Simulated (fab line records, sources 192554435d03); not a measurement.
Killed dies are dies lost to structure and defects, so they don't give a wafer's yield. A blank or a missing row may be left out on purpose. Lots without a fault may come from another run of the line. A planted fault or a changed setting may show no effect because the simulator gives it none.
A struck lot beside a sound one | flow n5_finfet | 26 steps out of a route of 1938
Sound: wafers L466.1, L466.2, L466.3. Struck: wafers L455.1, L455.4, L455.5. The cause comes at the end.
At each step with rows: each side's tool, then ch and its chambers, then its first start. Under that, the readings that differ: sound wafers | struck wafers | difference of the means | sigmas: that difference in standard deviations of wafers without a fault.
alike: readings whose means differ by less than 2 such deviations, and words and numbers that are the same on both sides. not compared: withheld readings, readings that some wafer has no value for, bounds like >300 that may hide the same value, and numbers for which the record gives no deviation and whose values overlap.
The two part at a step that has a row with sigmas, a row that says differs or no value, or rows on one side only. Numbers that don't overlap but have no deviation are shown without sigmas and don't part them. A reading that every wafer of one side lacks parts them only if that side has two wafers or more.

first, 10 steps without rows for these wafers: N5_DUMMY_GATE_STRIP_48 (strips in N2/H2, time 20 s); N5_DUMMY_GATE_PRECLEAN_33 (cleans in dHF, time 10 s); N5_DUMMY_GATE_PRECLEAN_25 (cleans in O3/DIW, time 45 s); N5_DUMMY_GATE_PRECLEAN_51 (cleans in SC2, time 45 s); N5_DUMMY_GATE_SRD_26 (time 30 s); N5_DUMMY_GATE_UV_OZONE_45 (time 120 s); N5_SPACER0_ALD_07 (deposits SiNx, target thk 2 nm); N5_SPACER0_ALD_00 (deposits SiOCN, target thk 3.5 nm, pulse time 3 s, purge time 2 s); N5_SPACER0_ALD_08 (deposits SiNx, target thk 2 nm); N5_SD_EPI_N_COAT_32 (time 60 s, resist thk 350 nm).
N5_SD_EPI_N_COAT_33: time 60 s, resist thk 35 nm.
  sound on litho_track-03 ch 0, day 6 18:23; struck on litho_track-01 ch 0, day 3 23:43
  reading                                     | sound                | struck               | difference | sigmas
  dispense_pressure_kPa (kPa)                 | 43 43 43             | 51 51 51             | +8         | +2
  spin_speed_rpm (rpm)                        | 1504.1 1499.5 1502.0 | 1592.5 1593.5 1593.3 | +91.2      | +83
  model.SiARC_of_SD_EPI_N_COAT_33.thk_nm (nm) | 35 35 34.8           | 33.8 34 33.8         | -1.1       |
then, 7 steps without rows for these wafers: N5_SD_EPI_N_COAT_03 (resist thk 150 nm); N5_SD_EPI_N_EBR_05; N5_SD_EPI_N_SOFTBAKE_04 (time 60 s); N5_SD_EPI_N_EXPOSE_06 (exposes mask SD N BLK, target cd 120 nm); N5_SD_EPI_N_PEB_07 (peb time 60 s); N5_SD_EPI_N_DEVELOP_08 (develop time 30 s); N5_SD_EPI_N_DESCUM_14 (chemistry O2, time 7.9 s).
N5_SD_EPI_N_ETCH_34: etches SiARC in CF4, target depth 45.5 nm, time 75.8 s.
  sound on rie_diel-05 ch 0,2,3, day 6 20:00; struck on rie_diel-06 ch 1,2,3, day 4 00:05
  reading                                             | sound             | struck            | difference | sigmas
  model.etch.depth_nm (nm)                            | 35.06 35.02 34.88 | 33.89 33.91 33.81 | -1.12      |
  model.CAR-ArF-block_of_SD_EPI_N_COAT_03.thk_nm (nm) | 110 110.2 110.2   | 111.8 112.6 112.2 | +2.1       |
  alike: drypump_motor_current_A, etch_rf_on_time_s, oes_product_au, rf_fwd_power_W, rf_vpp_V, showerhead_plenum_p_Torr, throttle_valve_pct
  not compared: rf_hours_counter_h
then, 4 steps without rows for these wafers: N5_SD_EPI_N_ETCH_35 (etches SOC in N2/H2, overetch 108 nm, time 486 s); N5_SD_EPI_N_STRIP_36 (strips in N2/H2); N5_SD_EPI_N_ETCHBACK_44 (etches SiNx in CH3F/O2, stops on SiO2, target depth 14.5 nm); N5_SD_EPI_N_ETCH_45 (etches SiOCN in CH3F/O2, target depth 6 nm).
N5_SD_EPI_N_ETCH_16: etches SiO2 in CHF3/O2, target depth 5 nm.
  sound on rie_diel-05 ch 0,2,3, day 6 20:35; struck on rie_diel-06 ch 1,2,3, day 4 00:40
  alike: drypump_motor_current_A, oes_product_au, rf_fwd_power_W, rf_vpp_V, showerhead_plenum_p_Torr, throttle_valve_pct
  not compared: rf_hours_counter_h, model.SiARC_of_SD_EPI_N_COAT_33.thk_nm
then, 2 steps without rows for these wafers: N5_SD_EPI_N_STRIP_47 (strips in CHF3/O2); N5_PASSIVATION_PROBE_49.

WHERE THEY PART
Only at N5_SD_EPI_N_COAT_33, within this record. Later steps at which nothing parts them and some readings are alike: N5_SD_EPI_N_ETCH_34, N5_SD_EPI_N_ETCH_16.

WHY: what the simulator had put in
Process parameter drift: litho_track-01, from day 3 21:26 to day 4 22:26, at N5_SD_EPI_N_COAT_33. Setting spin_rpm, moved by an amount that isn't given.
